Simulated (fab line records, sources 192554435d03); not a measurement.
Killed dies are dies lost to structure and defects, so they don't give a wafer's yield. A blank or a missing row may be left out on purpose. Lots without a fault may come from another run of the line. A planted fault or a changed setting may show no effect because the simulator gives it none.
Code-filled problem report in 8D (eight disciplines) form -- flow n5Finfet -- the parts of the form that need people (team, actions taken, sign-off) are left out

## 1. THE PROBLEM
Wafers without a fault read 190.2 nm, standard deviation 1.6; cdNm at N5_BEOL_M13_CD_MEAS_17 reads a mean of 198.1 nm on 4 wafers belonging to 3 lots. Measured from the usual mean, that is +5.0 standard deviations.
The step: target cd 190 nm.
First seen on wafer L527.1, day 13 10:11, on cdSem-01. Wafers with a number at this step in the record: 27, from 10 lots. The rule behind "out" and "out of limits": a value lying over 4 standard deviations away from the usual mean. The other wafers with a number count as sound.

## 2. WHAT IT IS; WHAT IT IS NOT
question,is,is not
which readings at this step,cdNm,-
which lots,"L527, L530, L532","L524, L531, L538, L539, L542, L544, L545"
which wafers of those lots,"L527.1, L527.4, L530.4, L532.1","L527.6, L530.2, L532.5, L532.6"
read on which gauges,cdSem-01,"cdSem-02, cdSem-03"
when,from day 13 10:11,"up to then (3 sound wafers); but 20 sound wafers of L530, L531, L532, L538, L539, L542, L544, L545 came after"

## 3. THE SUSPECTS, EACH WITH WHAT RULES IT OUT
Counting: any tool at a process step up to the reading remains a suspect provided it ran every lot that is out. Sound lots after the first of them don't rule it out here, since some wafers of a struck lot are sound.
- ruled out: the gauge at N5_BEOL_M13_CD_MEAS_17. All the wafers that are out were read on cdSem-01, but those of them that N5_BEOL_M13_STRIP_63 has rows for are out there too, on other tools.
- rieDiel-02 at N5_BEOL_M13_ETCH_59 (etches BARC in N2/H2, target depth 89 nm, overetch 26.7 nm, time 67.9 s): kept. Every lot that is out went through it, the first being L527 (day 13 09:42); the last sound lot it ran before that was L524 (day 12 06:38).
- plasmaAsher-02 at N5_BEOL_M13_STRIP_63 (strips in N2/H2): kept. Every lot that is out went through it, the first being L527 (day 13 09:59); the last sound lot it ran before that was L524 (day 12 06:57). On those wafers its own readings are out: oesProductAu, stripTimeToEndpointS.
After counting, rieDiel-02 at N5_BEOL_M13_ETCH_59 and plasmaAsher-02 at N5_BEOL_M13_STRIP_63 remain.

## 4. THE CAUSE (what the simulator had put in)
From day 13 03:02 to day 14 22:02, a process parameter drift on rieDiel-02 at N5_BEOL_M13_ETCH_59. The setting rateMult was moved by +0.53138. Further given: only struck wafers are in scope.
2 suspects survive the count, and this tool is in that group.

## 5. THE EFFECT CHAIN, in route order
One row per reading whose mean, taken over the struck wafers that have a number, lies over 3 standard deviations from the usual. Only readings whose record carries a usual standard deviation are examined. hours: median over the lots of the time between each lot's start at the first step of this table that gives one and its start at this step. sigmas: the change, counted in usual standard deviations.
hours,step,reading,usual,on struck wafers,change,sigmas
0,N5_BEOL_M13_STRIP_63,oesProductAu,0.674 a.u.,0.640,-0.034,-7.6
0,N5_BEOL_M13_STRIP_63,stripTimeToEndpointS,27.6 s,15.7,-12.0,-10
0,N5_BEOL_M13_CD_MEAS_17,cdNm,190.2 nm,198.1,+7.9,+5.0
It contains these process steps:
- N5_BEOL_M13_STRIP_63: strips in N2/H2.
At these later measuring or inspecting steps, every struck wafer for which the step has a row has a number for every such reading, and none has moved that far: N5_BEOL_M13_OVL_MEAS_29.

## 6. WHAT WOULD HAVE CAUGHT IT SOONER
7 hours passed between the start of the fault at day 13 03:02 and the first reading out of limits at a measuring or inspecting step in this record, taken at day 13 10:11.
An alarm limit of 4 standard deviations would not have fired on the tool readings at N5_BEOL_M13_ETCH_59 for which the record gives a usual standard deviation, since none of them was out on any struck wafer.
Among the 3 lots that are out, L530, L532 began N5_BEOL_M13_ETCH_59 on rieDiel-02 after day 13 10:11. A hold on the tool at that time would have spared those 2.
